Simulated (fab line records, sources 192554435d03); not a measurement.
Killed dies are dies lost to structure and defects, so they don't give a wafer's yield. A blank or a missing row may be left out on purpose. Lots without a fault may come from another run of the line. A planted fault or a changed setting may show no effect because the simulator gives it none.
Chamber matching | flow n5_finfet | N5_FIN_SAQP_MANDREL_ETCH_58 on rie_si-04: 4 sister chambers
The step etches a-Si in HBr/Cl2, stops on SiNx, target depth 45 nm, bt time 10 s, time 27 s. 4 wafers are shown with their chamber, then 11 later ones without.

WAFERS WITH THEIR CHAMBER
wafer  | chamber | drypump_motor_current_A (A)
L075.6 | 2       | 5.8
L088.2 | 0       | 5.2
L088.4 | 1       | 4.6
L089.2 | 3       | 6.1

WAFERS WITHOUT THEIR CHAMBER
wafer  | drypump_motor_current_A (A)
L089.4 | 5.2
L089.5 | 6.1
L091.2 | 6.1
L091.3 | 5.2
L091.5 | 5.2
L095.2 | 5.2
L095.3 | 6.0
L095.4 | 4.6
L096.2 | 6.0
L096.3 | 5.8
L096.6 | 4.6

WHICH CHAMBER EACH WENT THROUGH
wafer  | from the rows above | in truth
L089.4 | 0                   | 0
L089.5 | 3                   | 3
L091.2 | 3                   | 3
L091.3 | 0                   | 0
L091.5 | 0                   | 0
L095.2 | 0                   | 0
L095.3 | 3                   | 3
L095.4 | 1                   | 1
L096.2 | 3                   | 3
L096.3 | 2                   | 2
L096.6 | 1                   | 1
Placed correctly: 11 of 11. Can't be placed from these rows: 0. Placed wrongly: 0.
How it was worked out, from the rows above alone: a wafer's distance from a chamber is the root of the sum, over the readings, of the square of ((its reading less the chamber's mean) divided by the reading's scatter). The wafer belongs to the nearest chamber; if the next one is less than 2 further off, it can't be placed. A chamber's mean is the mean of its shown wafers. The scatter: with one shown wafer a chamber, the root of the mean of the squares of how far each hidden wafer lies from its nearest shown one.
